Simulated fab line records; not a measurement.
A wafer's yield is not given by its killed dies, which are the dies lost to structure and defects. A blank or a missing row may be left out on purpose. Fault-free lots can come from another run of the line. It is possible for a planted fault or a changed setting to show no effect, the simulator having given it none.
Which tool is to blame?    flow nand harc    Sampling: 15 lots, 43 wafers, 5 of 1302 route steps

== WHAT THE GAUGES SHOWED, per wafer ==
NHARC_A_ZERO_WELL_CD_MEAS_10: the cd target is 2000 nm.
lot   measured      on         cd nm (nm)
L961  day 6 21:02   cd sem-02  2002.7 2002.6 1998.8
L962  day 7 08:03   cd sem-01  2001.4 1999.7 1999.4
L963  day 7 10:22   cd sem-02  1997.4 1997.2 1999.9
L966  day 8 21:07   cd sem-01  1999.2 2001.2 2001.7
L967  day 9 02:46   cd sem-01  2003.6 2003.5 2003.2
L968  day 9 18:40   cd sem-01  2004.9 2001.6 1999.2
L969  day 10 01:59  cd sem-03  1998.2 1995.7 1999.4
L970  day 10 19:34  cd sem-02  2000.4 1997.5 1997.1
L975  day 12 21:34  cd sem-01  2000.6 2001.1 1999.5
L978  day 13 22:01  cd sem-02  1998.2 1998.2 2000.9
L979  day 14 02:50  cd sem-03  2001.2 2003.8
L980  day 14 13:46  cd sem-01  1998.8 1997.5
L982  day 15 13:28  cd sem-02  2001.8 1999.1 1998.0
L983  day 15 21:22  cd sem-02  2003.2 2000.2 2002.8
L984  day 16 06:17  cd sem-02  1998.6 2004.5 2002.6

NHARC_A_ONON_D1_THK_MEAS_05: measures by ellipsometry.
lot   measured      on             thk nm (nm)
L961  day 7 21:58   film metro-01  998 998 999
L962  day 8 06:53   film metro-02  996 995 994
L963  day 8 06:53   film metro-01  1011 1011 1011
L966  day 9 21:50   film metro-02  987 989 989
L967  day 10 02:22  film metro-02  1001 1004 1005
L968  day 10 21:56  film metro-01  988 988 988
L969  day 11 01:12  film metro-01  991 992 992
L970  day 11 18:02  film metro-01  989 990 988
L975  day 13 19:44  film metro-01  977 975 976
L978  day 14 22:11  film metro-01  1001 1000 999
L979  day 15 07:26  film metro-02  985 987
L980  day 15 12:36  film metro-01  990 987
L982  day 16 12:05  film metro-01  1018 1018 1019
L983  day 16 19:44  film metro-01  1008 1009 1008
L984  day 17 06:52  film metro-01  1011 1010 1011

NHARC_A_ONON_D1_THK_MEAS_21: measures by ellipsometry.
lot   measured      on             thk nm (nm)
L961  day 8 08:01   film metro-01  990 992 991
L962  day 8 18:06   film metro-01  1003 1003 1003
L963  day 8 18:07   film metro-02  1013 1013 1014
L966  day 10 07:52  film metro-01  1009 1011 1009
L967  day 10 12:26  film metro-01  999 998 998
L968  day 11 07:58  film metro-01  983 983 982
L969  day 11 07:59  film metro-01  994 994 994
L970  day 12 04:07  film metro-02  981 982 984
L975  day 14 05:55  film metro-02  1006 1007 1004
L978  day 15 08:09  film metro-01  685 1003 1004
L979  day 15 17:30  film metro-02  670 990
L980  day 15 22:40  film metro-02  1007 689
L982  day 16 22:11  film metro-01  1022 1020 1022
L983  day 17 06:08  film metro-01  978 978 979
L984  day 17 18:39  film metro-02  992 990 990

NHARC_END_SORT_01.
lot   measured      on         killed at array  killed at other  killed at periphery  killed dies  killed open  killed short
L978  day 31 05:44  prober-01  677 75 72        0 0 1            0 1 3                677 76 76    1 1 7        3 1 2
L979  day 31 19:31  prober-01  671 43           2 0              4 2                  677 45       2 4          2 0
L980  day 31 17:59  prober-02  27 674           0 1              0 2                  27 677       4 5          0 1

== EACH LOT AND THE TOOL THAT RAN IT (in order: tool; ch and the chambers of the sampled wafers; start) ==
lot   NHARC_A_ONON_D1_DEP_19
L961  pecvd onon-04 ch 0, day 8 07:34
L962  pecvd onon-03 ch 0, day 8 17:39
L963  pecvd onon-04 ch 0, day 8 17:43
L966  pecvd onon-03 ch 0, day 10 07:25
L967  pecvd onon-02 ch 0, day 10 12:03
L968  pecvd onon-02 ch 0, day 11 07:32
L969  pecvd onon-04 ch 0, day 11 07:31
L970  pecvd onon-02 ch 0, day 12 03:38
L975  pecvd onon-03 ch 0, day 14 05:28
L978  pecvd onon-02 ch 0, day 15 07:46
L979  pecvd onon-02 ch 0, day 15 17:06
L980  pecvd onon-02 ch 0, day 15 22:09
L982  pecvd onon-03 ch 0, day 16 21:41
L983  pecvd onon-04 ch 0, day 17 05:41
L984  pecvd onon-03 ch 0, day 17 18:08
- NHARC_A_ONON_D1_DEP_19: target thk 1000 nm.

== WHAT THE TOOLS THEMSELVES READ (means of the sampled wafers that have a number; where no wafer has one, the mark that the record gives instead) ==
The record holds no such reading with a usual standard deviation.

== THE ANSWER, worked out from the rows above alone ==
Rule: usual is defined by the lots themselves. Put in order of their means at a reading, lots are off if they are a third of the lots or fewer, leave a main group of 4 or more, and stand apart from it by a gap of 3 or more times the standard deviation of the main group's means; of several such gaps the widest counts. Not used: any main group whose means are identical at the precision the tables above print for the reading. A lot without any number at a reading at which 4 lots or more have one is off too. The other lots that the step has rows for count as sound. Order of review: gauges by route order, followed by the tools' own readings, for which a lot's mean as printed above is used. The first step at which some lot is off is used, and at that step the reading that is off furthest; a lot without a number counts as furthest.
Off at NHARC_A_ONON_D1_THK_MEAS_21 (thk nm): L978, L979, L980. For the main group the mean is 998 nm and the standard deviation 13.
If a tool, at a process step before that reading, ran all the lots that are off and no sound lot after the first of them, it fits. Gauges at NHARC_A_ONON_D1_THK_MEAS_21: tried the same way as those tools. One candidate fits, namely pecvd onon-02 at NHARC_A_ONON_D1_DEP_19. A fault onset in the window from L970 (day 12 03:38, its last sound lot) to L978 (day 15 07:46, its first lot off) fits.

== WHAT WAS PUT IN BY THE SIMULATOR ==
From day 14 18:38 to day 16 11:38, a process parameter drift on pecvd onon-02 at NHARC_A_ONON_D1_DEP_19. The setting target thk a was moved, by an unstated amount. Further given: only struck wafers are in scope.
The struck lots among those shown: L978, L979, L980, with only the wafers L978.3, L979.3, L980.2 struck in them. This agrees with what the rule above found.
